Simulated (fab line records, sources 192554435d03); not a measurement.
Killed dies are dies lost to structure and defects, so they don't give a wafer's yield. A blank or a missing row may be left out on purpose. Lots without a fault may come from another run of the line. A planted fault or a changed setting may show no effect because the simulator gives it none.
fab line records | flow n5_finfet
record lots=11 wafers=33 last_day=18
route steps=1938 shown BEOL_M13@1704 PASSIVATION@1911
lots that met no fault: from a run of the same line without faults
start_h: hours from the record's first day to the start of the lot's first wafer shown | wait_h: hours since the lot's step before | " the same as in the row above | L1.1+2: a row that stands for several wafers | - no value, or no start given | * or withheld: withheld | < > ~ a bound
route shown NAME@n: a module of which the file shows steps, and the number in the route of the first | usual: mean/standard deviation of fault-free wafers | same: alike in all rows | chamber/n: place in a boat | sites: the reading at each site | _std_site: their standard deviation | _edge_site: outer sites' mean less inner sites' | radius_mm: how far each site lies from the wafer's centre | mask NAME#n: copy n | behind: the tool/chamber that last shaped the wafer | hold: why the lot was held/for how many hours/how that ended | device: the transistor (n, p or np) that didn't switch | end of line: the same wafers' tests at the end of the route | a step without rows: its recipe alone | killed: dies lost to structure and defects at the first sort, not the wafer's yield | map: a wafer's dies, x killed, . not, _ none there
set.NAME: the setting as run; set.NAME@STEP: as run at that earlier step | model.NAME: the simulator's own value behind a step, which no gauge read
steps of the route over a sample of lots; a table a step, a row a wafer
services: from which hour (start_h, from the record's first day; less than 0 if before it) a tool's chamber was out of use, for how many hours, and why
## steps
# step N5_BEOL_M13_PRE_CLEAN_42
# recipe gas=H2/He time_s=30 temp_c=250
# usual heater_power_w=345/27
# columns lot.wafer tool chamber start_h wait_h heater_power_w
L817.1 pvd_sputter-03 - 242.94 0.0 301
L817.3 " - " " 385
L817.5 " - " " 388
L819.1 pvd_sputter-03 - 245.64 0.0 372
L819.2 " - " " 304
L819.4 " - " " 363
L820.2 pvd_sputter-02 - 260.32 0.0 330
L820.4 " - " " 363
L820.5 " - " " 343
L821.3 pvd_sputter-01 - 267.62 0.0 325
L821.5 " - " " 314
L821.6 " - " " 395
L822.2 pvd_sputter-02 - 274.76 0.0 342
L822.3 " - " " 359
L822.4 " - " " 336
L825.1 pvd_sputter-02 - 295.48 0.0 366
L825.4 " - " " 337
L825.6 " - " " 360
L828.2 pvd_sputter-02 - 319.66 0.0 339
L828.5 " - " " 337
L828.6 " - " " 330
L836.4 pvd_sputter-03 - 366.87 0.0 295
L836.5 " - " " 299
L836.6 " - " " 394
L840.2 pvd_sputter-03 - 386.25 0.0 365
L840.4 " - " " 358
L840.6 " - " " 294
L837.2 pvd_sputter-03 - 388.17 0.0 357
L837.5 " - " " 357
L837.6 " - " " 296
L839.1 pvd_sputter-03 - 395.75 0.0 380
L839.2 " - " " 356
L839.4 " - " " 367
# step N5_PASSIVATION_STRIP_34
# recipe chemistry=O2 power_w=600 temp_c=60 pressure_mtorr=30 rf_frequency_hz=6e+07 bias_power_w=0 overash_fraction=2 o2_flow_sccm=225
# usual drypump_motor_current_A=5.6/0.53 oes_product_au=0.78/0.085 rf_vpp_V=3.6/1.5 showerhead_plenum_p_Torr=2.11/0.083 throttle_valve_pct=16.70/0.21
# columns lot.wafer tool chamber start_h wait_h drypump_motor_current_A oes_product_au rf_hours_counter_h rf_vpp_V showerhead_plenum_p_Torr throttle_valve_pct
L817.1 rie_diel-03 2 273.03 0.1 6.2 0.70 210 5.2 2.06 16.70
L817.3 " 1 " " 6.3 0.72 212 3.9 1.99 16.59
L817.5 " 2 " " 6.2 0.72 - 1.9 2.06 16.72
L819.1 rie_diel-03 2 274.58 0.2 6.2 0.70 210 4.2 2.06 16.72
L819.2 " 1 " " 6.3 0.73 213 3.8 1.99 16.64
L819.4 " 1 " " 6.3 0.71 - 2.1 1.99 16.64
L820.2 rie_diel-03 1 284.66 0.1 6.4 0.70 217 5.1 1.99 16.62
L820.4 " 3 " " 4.9 0.75 152 3.2 2.12 16.93
L820.5 " 1 " " 6.3 0.72 - 1.9 1.99 16.60
L821.3 rie_diel-04 0 289.68 0.2 5.5 0.91 24 4.7 2.14 16.32
L821.5 " 1 " " 6.2 0.68 - 2.7 2.08 16.88
L821.6 " 2 " " 5.7 0.75 - 5.1 2.02 16.73
L822.2 rie_diel-01 0 297.22 0.1 5.7 0.78 133 4.5 2.02 16.51
L822.3 " 2 " " 5.0 0.90 42 2.1 2.24 16.75
L822.4 " 1 " " 5.1 0.99 8 3.7 2.23 16.44
L825.1 rie_diel-04 3 320.00 0.1 5.4 0.90 47 3.5 2.13 16.49
L825.4 " 0 " " 5.5 0.91 34 5.9 2.14 16.30
L825.6 " 1 " " 6.3 0.68 - 2.8 2.07 16.86
L828.2 rie_diel-04 0 347.40 0.2 5.5 0.88 45 3.2 2.13 16.35
L828.5 " 2 " " 5.7 0.76 - 4.6 2.01 16.79
L828.6 " 1 " " 6.2 0.69 - 3.7 2.07 16.91
L836.4 rie_diel-01 1 399.93 0.1 5.1 0.87 45 3.4 2.22 16.50
L836.5 " 1 " " 5.1 0.86 - 1.7 2.22 16.56
L836.6 " 0 " " 5.7 0.75 - 4.5 2.01 16.62
L840.2 rie_diel-01 3 410.14 0.1 5.9 0.71 205 3.5 2.08 16.93
L840.4 " 0 " " 5.7 0.75 172 5.8 2.01 16.64
L840.6 " 1 " " 5.1 0.87 - 2.3 2.21 16.54
L837.2 rie_diel-01 2 412.81 0.1 5.0 0.82 84 4.2 2.22 16.82
L837.5 " 3 " " 5.9 0.68 - 2.0 2.08 16.98
L837.6 " 2 " " 5.0 0.84 - 2.4 2.22 16.81
L839.1 rie_diel-03 0 419.72 0.1 5.1 0.77 136 4.3 2.20 16.69
L839.2 " 3 " " 4.8 0.70 201 5.6 2.10 17.10
L839.4 " 1 " " 6.2 0.93 - 1.2 1.97 16.16
# step N5_PASSIVATION_STRIP_48
# recipe chemistry=O2 power_w=600 temp_c=60 pressure_mtorr=30 rf_frequency_hz=6e+07 bias_power_w=0 overash_fraction=0.5 o2_flow_sccm=225
# usual drypump_motor_current_A=5.5/0.48 oes_product_au=0.80/0.091 rf_vpp_V=3.3/2.2 showerhead_plenum_p_Torr=2.11/0.08 throttle_valve_pct=16.67/0.24
# columns lot.wafer tool chamber start_h wait_h drypump_motor_current_A oes_product_au rf_hours_counter_h rf_vpp_V showerhead_plenum_p_Torr throttle_valve_pct
L817.1 rie_diel-01 1 274.97 0.1 5.0 0.96 1 1.8 2.23 16.39
L817.3 " 2 " " 5.0 0.93 35 8.1 2.24 16.71
L817.5 " 0 " " 5.6 0.78 - 2.3 2.03 16.55
L819.1 rie_diel-01 2 276.52 0.1 5.0 0.93 35 3.8 2.24 16.69
L819.2 " 1 " " 5.0 0.97 2 3.9 2.23 16.44
L819.4 " 0 " " 5.8 0.79 126 6.3 2.03 16.58
L820.2 rie_diel-01 2 286.48 0.1 4.9 0.88 39 1.6 2.24 16.72
L820.4 " 1 " " 5.0 0.94 6 5.6 2.23 16.50
L820.5 " 1 " " 5.1 0.96 - 6.3 2.23 16.50
L821.3 rie_diel-01 1 291.52 0.1 5.1 0.98 7 1.6 2.23 16.41
L821.5 " 2 " " 4.9 0.88 - 6.7 2.24 16.71
L821.6 " 3 " " 5.9 0.72 - 1.9 2.09 16.93
L822.2 rie_diel-04 0 299.31 0.1 5.4 0.93 28 3.2 2.14 16.33
L822.3 " 1 " " 6.2 0.69 226 4.9 2.07 16.92
L822.4 " 2 " " 5.7 0.75 154 2.0 2.01 16.75
L825.1 rie_diel-04 2 321.72 0.1 5.7 0.73 157 2.2 2.01 16.67
L825.4 " 0 " " 5.5 0.91 35 2.5 2.13 16.29
L825.6 " 0 " " 5.4 0.89 - 7.3 2.13 16.29
L828.2 rie_diel-04 2 349.25 0.1 5.7 0.72 169 2.8 2.01 16.75
L828.5 " 2 " " 5.7 0.74 - 4.8 2.01 16.76
L828.6 " 1 " " 6.2 0.65 - 6.0 2.07 16.95
L836.4 rie_diel-01 1 401.75 0.1 5.1 0.85 46 0.8 2.21 16.52
L836.5 " 2 " " 5.0 0.86 - 3.2 2.23 16.85
L836.6 " 1 " " 5.1 0.86 - 2.8 2.21 16.54
L840.2 rie_diel-03 3 411.84 0.1 4.9 0.69 197 8.4 2.10 17.00
L840.4 " 3 " " 4.8 0.70 - 2.2 2.10 17.14
L840.6 " 0 " " 5.1 0.82 - 4.1 2.20 16.67
L837.2 rie_diel-03 0 414.55 0.1 5.1 0.77 135 2.0 2.20 16.67
L837.5 " 0 " " 5.1 0.78 - 2.1 2.20 16.70
L837.6 " 1 " " 6.4 0.96 - 7.6 1.97 16.27
L839.1 rie_diel-03 1 421.49 0.1 6.4 0.95 11 5.3 1.97 16.25
L839.2 " 2 " " 6.2 0.95 1 1.1 2.05 16.24
L839.4 " 3 " " 4.8 0.71 202 1.5 2.10 17.05
# step N5_PASSIVATION_PROBE_49
# usual defect_limited_yield=91.7/1.2 killed_at_M0_to_M3=33/9.5 killed_at_M4_up=13/4.9 killed_at_contacts=13/6.6 killed_at_front_end=36/11 killed_at_other=3.0/2.6 killed_dies=97/14 killed_on_rim=13/3.8 killed_open=65/11 killed_short=31/6.6 sort_bin_5_function=4.8/0.82 sort_bin_6_memory=3.1/0.58 sort_bin_8_speed=0.00/0.02 sort_n_pass=1083/14 sort_yield_pct=91.7/1.2
# same gross_dies=1180 killed_at_back_side=0 sort_bin_4_leakage[%]=0
# columns lot.wafer tool chamber start_h wait_h defect_limited_yield[%] killed_at_M0_to_M3 killed_at_M4_up killed_at_contacts killed_at_front_end killed_at_other killed_dies killed_on_rim killed_open killed_short sort_bin_5_function[%] sort_bin_6_memory[%] sort_bin_8_speed[%] sort_n_pass sort_yield_pct[%]
L817.1 prober-01 - 277.79 0.0 91.2 43 8 16 32 5 104 11 70 34 5.8 2.8 0 1076 91.2
L817.3 prober-01 - 277.89 0.1 93.2 30 15 8 25 2 80 8 63 14 4.1 2.7 0 1100 93.2
L817.5 prober-01 - 277.99 0.2 92.5 40 11 11 25 1 88 12 56 29 4.4 2.9 0 1092 92.5
L819.1 prober-01 - 279.64 0.0 91.4 51 9 13 27 1 101 9 59 42 5.5 2.8 0 1079 91.4
L819.2 prober-01 - 279.69 0.1 90.9 47 9 19 28 4 107 16 77 26 5.4 3.6 0 1073 90.9
L819.4 prober-01 - 279.79 0.2 93.6 30 10 14 15 7 76 8 52 20 3.6 2.7 0 1104 93.6
L820.2 prober-01 - 289.02 0.1 93.5 26 12 5 32 2 77 6 53 24 3.1 3.1 0 1103 93.5
L820.4 prober-01 - 289.12 0.2 92.4 29 14 4 38 5 90 10 58 30 4.7 2.8 0 1090 92.4
L820.5 prober-01 - 289.17 0.2 93.6 19 13 6 31 7 76 7 49 27 3.5 2.9 0 1104 93.6
L821.3 prober-02 - 294.13 0.1 93.1 24 9 11 29 8 81 6 46 35 4.4 2.4 0 1099 93.1
L821.5 prober-02 - 294.23 0.2 93.4 16 11 13 32 6 78 9 52 26 3.6 2.9 0 1102 93.4
L821.6 prober-02 - 294.28 0.3 91.4 26 8 9 48 11 102 10 72 30 5.1 3.1 0 1078 91.4
L822.2 prober-02 - 302.36 0.1 93.7 24 12 7 31 0 74 11 45 29 3.7 2.3 0 1106 93.7
L822.3 prober-02 - 302.41 0.1 90.4 26 20 24 41 2 113 13 84 26 5.4 3.4 0 1067 90.4
L822.4 prober-02 - 302.46 0.2 93.2 29 11 16 23 1 80 11 53 27 4.1 2.4 0 1100 93.2
L825.1 prober-01 - 324.25 0.0 92.6 35 10 6 36 0 87 11 69 15 4.4 2.8 0 1093 92.6
L825.4 prober-01 - 324.40 0.2 91.9 33 14 7 37 4 95 8 64 28 5.3 2.4 0 1085 91.9
L825.6 prober-01 - 324.50 0.3 92.0 31 13 3 43 4 94 10 54 39 5.2 2.7 0 1086 92.0
L828.2 prober-01 - 351.81 0.1 92.8 33 8 7 33 4 85 14 48 31 4.0 2.6 0 1095 92.8
L828.5 prober-01 - 351.96 0.2 79.3 33 146 12 50 3 244 34 73 37 11.9 5.1 0 936 79.3
L828.6 prober-01 - 352.01 0.3 94.1 27 8 8 18 9 70 6 47 21 3.2 2.5 0 1110 94.1
L836.4 prober-01 - 404.79 0.2 91.0 41 9 19 37 0 106 17 75 30 5.4 3.3 0 1074 91.0
L836.5 prober-01 - 404.84 0.2 92.8 28 14 23 19 1 85 9 64 20 4.2 2.7 0 1095 92.8
L836.6 prober-01 - 404.89 0.3 92.2 39 11 10 31 1 92 20 61 30 4.9 2.6 0 1088 92.2
L840.2 prober-02 - 414.38 0.1 90.1 39 8 17 51 2 117 12 84 33 5.5 4.1 0 1063 90.1
L840.4 prober-02 - 414.48 0.2 91.8 40 7 8 36 6 97 14 66 30 5.2 2.8 0 1083 91.8
L840.6 prober-02 - 414.58 0.3 91.2 29 10 19 44 2 104 10 74 30 4.7 3.9 0 1076 91.2
L837.2 prober-02 - 417.28 0.1 91.8 27 21 5 44 0 97 8 70 21 4.7 3.0 0 1083 91.8
L837.5 prober-02 - 417.43 0.2 92.4 25 12 6 47 0 90 15 56 33 3.7 3.6 0.08 1089 92.3
L837.6 prober-02 - 417.48 0.3 90.8 33 10 9 53 3 108 15 67 40 5.7 3.2 0 1072 90.8
L839.1 prober-02 - 424.00 0.0 90.6 13 20 19 56 3 111 11 68 43 5.6 3.1 0 1069 90.6
L839.2 prober-02 - 424.05 0.1 91.8 26 17 5 47 2 97 11 56 41 5.4 2.3 0 1083 91.8
L839.4 prober-02 - 424.15 0.2 91.4 33 13 13 43 0 102 15 68 33 4.9 3.4 0 1078 91.4
# killed by level:class
L817.1 BEOL_M2:geometric_particle:open=15 MOL_CONTACT_COAG:geometric_particle:open=14 BEOL_M0_SAQP:geometric_particle:open=9 BEOL_M1:geometric_particle:open=6 FIN_SAQP:geometric_particle:short=5 BEOL_M2:geometric_particle:short=5 DUMMY_GATE:geometric_particle:open=4 GATE_CUT:geometric_particle:short=4
L817.3 BEOL_M2:geometric_particle:open=18 BEOL_M4:geometric_particle:open=11 MOL_CONTACT_COAG:geometric_particle:open=7 DUMMY_GATE:geometric_particle:open=5 STARTING-WAFER:geometric_particle:open=4 FIN_SAQP:geometric_particle:open=3 ILD0:geometric_particle:open=3 BEOL_M0_SAQP:geometric_particle:open=3
L817.5 BEOL_M2:geometric_particle:open=12 MOL_CONTACT_COAG:geometric_particle:open=8 BEOL_M0_SAQP:geometric_particle:open=7 BEOL_M3:geometric_particle:open=6 STARTING-WAFER:geometric_particle:short=5 GATE_CUT:geometric_particle:short=4 BEOL_M0_SAQP:geometric_particle:short=4 BEOL_M1:geometric_particle:open=4
L819.1 BEOL_M3:geometric_particle:open=15 BEOL_M0_SAQP:geometric_particle:short=10 MOL_CONTACT_COAG:geometric_particle:open=8 BEOL_M1:geometric_particle:open=8 STI_FIN_REVEAL:geometric_particle:open=5 BEOL_M0_SAQP:geometric_particle:open=5 MOL_CONTACT_COAG:geometric_particle:short=5 FIN_SAQP:geometric_particle:short=4
L819.2 BEOL_M0_SAQP:geometric_particle:open=17 MOL_CONTACT_COAG:geometric_particle:open=16 STI_FIN_REVEAL:geometric_particle:open=14 BEOL_M0_SAQP:geometric_particle:short=8 BEOL_M3:geometric_particle:open=7 FIN_SAQP:geometric_particle:short=4 BEOL_M1:geometric_particle:open=4 BEOL_M4:geometric_particle:open=4
L819.4 BEOL_M1:geometric_particle:open=14 MOL_CONTACT_COAG:geometric_particle:open=11 BEOL_M0_SAQP:geometric_particle:short=6 STI_FIN_REVEAL:geometric_particle:open=5 BEOL_M4:geometric_particle:open=4 BEOL_M3:geometric_particle:open=3 STARTING-WAFER:geometric_particle:open=3 ILD0:geometric_particle:open=2
L820.2 FIN_SAQP:geometric_particle:open=15 BEOL_M0_SAQP:geometric_particle:short=9 BEOL_M0_SAQP:geometric_particle:open=7 MOL_CONTACT_COAG:geometric_particle:open=5 ILD0:geometric_particle:short=4 FIN_SAQP:geometric_particle:short=3 ILD0:geometric_particle:open=3 BEOL_M1:geometric_particle:open=3
L820.4 FIN_SAQP:geometric_particle:open=17 FIN_SAQP:geometric_particle:short=10 BEOL_M3:geometric_particle:open=9 BEOL_M0_SAQP:geometric_particle:short=6 BEOL_M4:geometric_particle:open=6 STI_FIN_REVEAL:geometric_particle:open=3 MOL_CONTACT_COAG:geometric_particle:open=3 BEOL_M0_SAQP:geometric_particle:open=3
L820.5 FIN_SAQP:geometric_particle:open=7 MOL_CONTACT_COAG:geometric_particle:open=5 FIN_SAQP:geometric_particle:short=4 BEOL_M1:geometric_particle:open=4 BEOL_M2:geometric_particle:open=4 BEOL_M4:geometric_particle:open=4 STARTING-WAFER:geometric_particle:open=4 DUMMY_GATE:geometric_particle:open=3
L821.3 MOL_CONTACT_COAG:geometric_particle:open=11 FIN_SAQP:geometric_particle:short=7 BEOL_M4:geometric_particle:open=6 FIN_SAQP:geometric_particle:open=5 BEOL_M0_SAQP:geometric_particle:short=5 BEOL_M0_SAQP:geometric_particle:open=5 BEOL_M3:geometric_particle:open=5 BEOL_M3:geometric_particle:short=5
L821.5 MOL_CONTACT_COAG:geometric_particle:open=11 STI_FIN_REVEAL:geometric_particle:open=8 STI_FIN_REVEAL:geometric_particle:short=4 BEOL_M0_SAQP:geometric_particle:short=4 BEOL_M8:geometric_particle:open=4 FIN_SAQP:geometric_particle:short=3 DUMMY_GATE:geometric_particle:open=3 PASS1_CAP:geometric_particle:open=3
L821.6 STI_FIN_REVEAL:geometric_particle:open=11 DUMMY_GATE:geometric_particle:open=9 FIN_SAQP:geometric_particle:open=8 BEOL_M2:geometric_particle:open=8 MOL_CONTACT_COAG:geometric_particle:open=7 BEOL_M0_SAQP:geometric_particle:short=6 BEOL_M3:geometric_particle:open=6 MIM_TOP_ETCH:geometric_particle:short=5
L822.2 MOL_CONTACT_COAG:geometric_particle:open=6 BEOL_M0_SAQP:geometric_particle:short=6 BEOL_M2:geometric_particle:open=6 STI_FIN_REVEAL:geometric_particle:open=5 BEOL_M0_SAQP:geometric_particle:open=5 DUMMY_GATE:geometric_particle:open=4 ILD0:geometric_particle:short=4 BEOL_M5:geometric_particle:open=4
L822.3 MOL_CONTACT_COAG:geometric_particle:open=22 BEOL_M4:geometric_particle:open=14 STI_FIN_REVEAL:geometric_particle:open=10 FIN_SAQP:geometric_particle:short=7 BEOL_M2:geometric_particle:open=6 BEOL_M3:geometric_particle:open=6 STARTING-WAFER:geometric_particle:open=6 FIN_SAQP:geometric_particle:open=4
L822.4 MOL_CONTACT_COAG:geometric_particle:open=11 STI_FIN_REVEAL:geometric_particle:open=6 BEOL_M0_SAQP:geometric_particle:open=6 BEOL_M0:geometric_particle:short=6 MOL_CONTACT_COAG:geometric_particle:short=5 BEOL_M2:geometric_particle:open=5 BEOL_M1:geometric_particle:open=4 BEOL_M0_SAQP:geometric_particle:short=3
L825.1 STI_FIN_REVEAL:geometric_particle:open=14 BEOL_M2:geometric_particle:open=11 BEOL_M1:geometric_particle:open=8 DUMMY_GATE:geometric_particle:open=6 MOL_CONTACT_COAG:geometric_particle:open=6 BEOL_M0_SAQP:geometric_particle:open=6 GATE_CUT:geometric_particle:open=4 BEOL_M0_SAQP:geometric_particle:short=3
L825.4 STI_FIN_REVEAL:geometric_particle:open=10 BEOL_M1:geometric_particle:open=9 GATE_CUT:geometric_particle:short=7 BEOL_M0_SAQP:geometric_particle:short=7 BEOL_M2:geometric_particle:open=7 BEOL_M4:geometric_particle:open=7 DUMMY_GATE:geometric_particle:open=6 FIN_SAQP:geometric_particle:short=5
L825.6 FIN_SAQP:geometric_particle:short=10 BEOL_M0_SAQP:geometric_particle:short=9 BEOL_M1:geometric_particle:open=8 STI_FIN_REVEAL:geometric_particle:open=7 DUMMY_GATE:geometric_particle:open=6 GATE_CUT:geometric_particle:short=5 DUMMY_GATE:geometric_particle:short=4 BEOL_M0_SAQP:geometric_particle:open=4
L828.2 BEOL_M0_SAQP:geometric_particle:open=8 FIN_SAQP:geometric_particle:short=7 MOL_CONTACT_COAG:geometric_particle:open=6 BEOL_M0_SAQP:geometric_particle:short=6 BEOL_M3:geometric_particle:open=5 STI_FIN_REVEAL:geometric_particle:open=4 STARTING-WAFER:geometric_particle:open=4 FIN_SAQP:geometric_particle:open=3
L828.5 BEOL_M13:unspecified=131 FIN_SAQP:geometric_particle:open=13 FIN_SAQP:geometric_particle:short=12 MOL_CONTACT_COAG:geometric_particle:open=9 BEOL_M0_SAQP:geometric_particle:open=8 BEOL_M1:geometric_particle:open=7 STI_FIN_REVEAL:geometric_particle:open=7 DUMMY_GATE:geometric_particle:open=4
L828.6 MOL_CONTACT_COAG:geometric_particle:open=8 BEOL_M0_SAQP:geometric_particle:short=5 BEOL_M0:geometric_particle:open=5 DUMMY_GATE:geometric_particle:open=4 BEOL_M0_SAQP:geometric_particle:open=4 BEOL_M1:geometric_particle:open=4 BEOL_M3:geometric_particle:open=4 MIM_TOP_ETCH:geometric_particle:open=3
L836.4 BEOL_M3:geometric_particle:open=17 MOL_CONTACT_COAG:geometric_particle:open=15 DUMMY_GATE:geometric_particle:open=9 BEOL_M2:geometric_particle:open=8 BEOL_M0_SAQP:geometric_particle:short=7 FIN_SAQP:geometric_particle:short=6 BEOL_M4:geometric_particle:open=6 STI_FIN_REVEAL:geometric_particle:open=4
L836.5 MOL_CONTACT_COAG:geometric_particle:open=17 BEOL_M3:geometric_particle:open=12 BEOL_M4:geometric_particle:open=8 MOL_CONTACT_COAG:geometric_particle:short=6 BEOL_M0_SAQP:geometric_particle:short=5 BEOL_M2:geometric_particle:open=5 STI_FIN_REVEAL:geometric_particle:open=4 DUMMY_GATE:geometric_particle:open=4
L836.6 BEOL_M3:geometric_particle:open=9 BEOL_M0_SAQP:geometric_particle:short=9 MOL_CONTACT_COAG:geometric_particle:open=8 BEOL_M2:geometric_particle:open=8 FIN_SAQP:geometric_particle:open=6 FIN_SAQP:geometric_particle:short=6 DUMMY_GATE:geometric_particle:open=6 BEOL_M0_SAQP:geometric_particle:open=5
L840.2 STI_FIN_REVEAL:geometric_particle:open=14 MOL_CONTACT_COAG:geometric_particle:open=13 BEOL_M0_SAQP:geometric_particle:short=12 DUMMY_GATE:geometric_particle:open=7 BEOL_M1:geometric_particle:open=7 BEOL_M0_SAQP:geometric_particle:open=7 BEOL_M2:geometric_particle:open=7 BEOL_M4:geometric_particle:open=6
L840.4 BEOL_M1:geometric_particle:open=14 MOL_CONTACT_COAG:geometric_particle:open=8 BEOL_M0_SAQP:geometric_particle:short=7 BEOL_M0_SAQP:geometric_particle:open=7 FIN_SAQP:geometric_particle:short=5 DUMMY_GATE:geometric_particle:open=5 BEOL_M3:geometric_particle:open=5 FIN_SAQP:geometric_particle:open=4
L840.6 MOL_CONTACT_COAG:geometric_particle:open=14 DUMMY_GATE:geometric_particle:open=11 BEOL_M0_SAQP:geometric_particle:open=8 STI_FIN_REVEAL:geometric_particle:open=7 FIN_SAQP:geometric_particle:open=6 MOL_CONTACT_COAG:geometric_particle:short=5 BEOL_M0_SAQP:geometric_particle:short=5 BEOL_M4:geometric_particle:open=5
L837.2 BEOL_M4:geometric_particle:open=13 FIN_SAQP:geometric_particle:open=9 STI_FIN_REVEAL:geometric_particle:open=8 BEOL_M3:geometric_particle:open=8 FIN_SAQP:geometric_particle:short=6 BEOL_M0_SAQP:geometric_particle:open=6 BEOL_M1:geometric_particle:open=5 STARTING-WAFER:geometric_particle:open=5
L837.5 FIN_SAQP:geometric_particle:short=15 BEOL_M4:geometric_particle:open=8 FIN_SAQP:geometric_particle:open=7 STI_FIN_REVEAL:geometric_particle:open=5 MOL_CONTACT_COAG:geometric_particle:open=5 BEOL_M0_SAQP:geometric_particle:open=5 BEOL_M0_SAQP:geometric_particle:short=5 BEOL_M1:geometric_particle:open=5
L837.6 STI_FIN_REVEAL:geometric_particle:open=15 BEOL_M0_SAQP:geometric_particle:short=9 GATE_CUT:geometric_particle:short=8 MOL_CONTACT_COAG:geometric_particle:open=8 BEOL_M0_SAQP:geometric_particle:open=7 BEOL_M3:geometric_particle:open=7 FIN_SAQP:geometric_particle:open=6 FIN_SAQP:geometric_particle:short=5
L839.1 FIN_SAQP:geometric_particle:short=14 MOL_CONTACT_COAG:geometric_particle:open=14 FIN_SAQP:geometric_particle:open=9 BEOL_M5:geometric_particle:open=7 BEOL_M0_SAQP:geometric_particle:open=6 STI_FIN_REVEAL:geometric_particle:open=5 DUMMY_GATE:geometric_particle:open=5 GATE_CUT:geometric_particle:short=5
L839.2 FIN_SAQP:geometric_particle:open=11 STI_FIN_REVEAL:geometric_particle:open=9 BEOL_M0_SAQP:geometric_particle:short=7 FIN_SAQP:geometric_particle:short=6 BEOL_M5:geometric_particle:open=6 STARTING-WAFER:geometric_particle:short=6 MOL_CONTACT_COAG:geometric_particle:open=5 DUMMY_GATE:geometric_particle:open=4
L839.4 FIN_SAQP:geometric_particle:open=13 BEOL_M2:geometric_particle:open=11 MOL_CONTACT_COAG:geometric_particle:open=9 FIN_SAQP:geometric_particle:short=7 BEOL_M0_SAQP:geometric_particle:short=7 STI_FIN_REVEAL:geometric_particle:open=5 STARTING-WAFER:geometric_particle:short=5 MOL_CONTACT_COAG:geometric_particle:short=4
## services
# columns tool chamber start_h hours kind
rie_diel-04 1 244.41 8.5 repair
rie_diel-03 - 245.05 0.2 repair
rie_diel-01 1 257.18 - clean
rie_diel-01 1 257.18 - consumable_replace:focus_ring
rie_diel-01 1 257.18 - consumable_replace:showerhead
rie_diel-04 2 301.40 10.4 repair
rie_diel-04 0 305.53 5.1 repair
pvd_sputter-02 - 339.95 2.2 repair
rie_diel-01 3 348.02 13.9 repair
rie_diel-03 1 366.23 4.5 repair
pvd_sputter-03 - 368.00 0.7 repair
pvd_sputter-03 - 372.32 1.7 repair
rie_diel-04 - 377.07 2.3 repair
pvd_sputter-03 - 377.74 8.1 repair
pvd_sputter-01 - 377.90 0.6 repair
rie_diel-03 1 385.11 - clean
rie_diel-03 1 385.11 - consumable_replace:focus_ring
rie_diel-03 1 385.11 12.6 scheduled_down
rie_diel-03 1 385.11 12.6 vent_cycle
rie_diel-03 2 398.14 - clean
rie_diel-03 2 398.14 - consumable_replace:esc
rie_diel-03 2 398.14 - consumable_replace:focus_ring
rie_diel-03 2 398.14 22.1 scheduled_down
rie_diel-03 0 414.69 3.5 repair
## key
first_sign step=N5_PASSIVATION_PROBE_49 reading=killed_at_M4_up direction=up sigmas=27 usual=13 struck=146
effect step=N5_PASSIVATION_PROBE_49 reading=defect_limited_yield direction=down sigmas=10 usual=91.7 struck=79.3
more_kills_born_at N5_BEOL_M13_PRE_CLEAN_42@pvd_sputter-02=131
met_at N5_BEOL_M13_PRE_CLEAN_42
struck_lots L828
struck_wafers L828.5
not_acting_at N5_PASSIVATION_STRIP_34,N5_PASSIVATION_STRIP_48
onset_between 295.48 319.66
fault kind=chamber_particle_source tool=pvd_sputter-02 chamber=- onset_h=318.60 steps=N5_BEOL_M13_PRE_CLEAN_42 rate_per_visit_cm2=1.6595 end_h=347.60 scope=struck_wafers_only
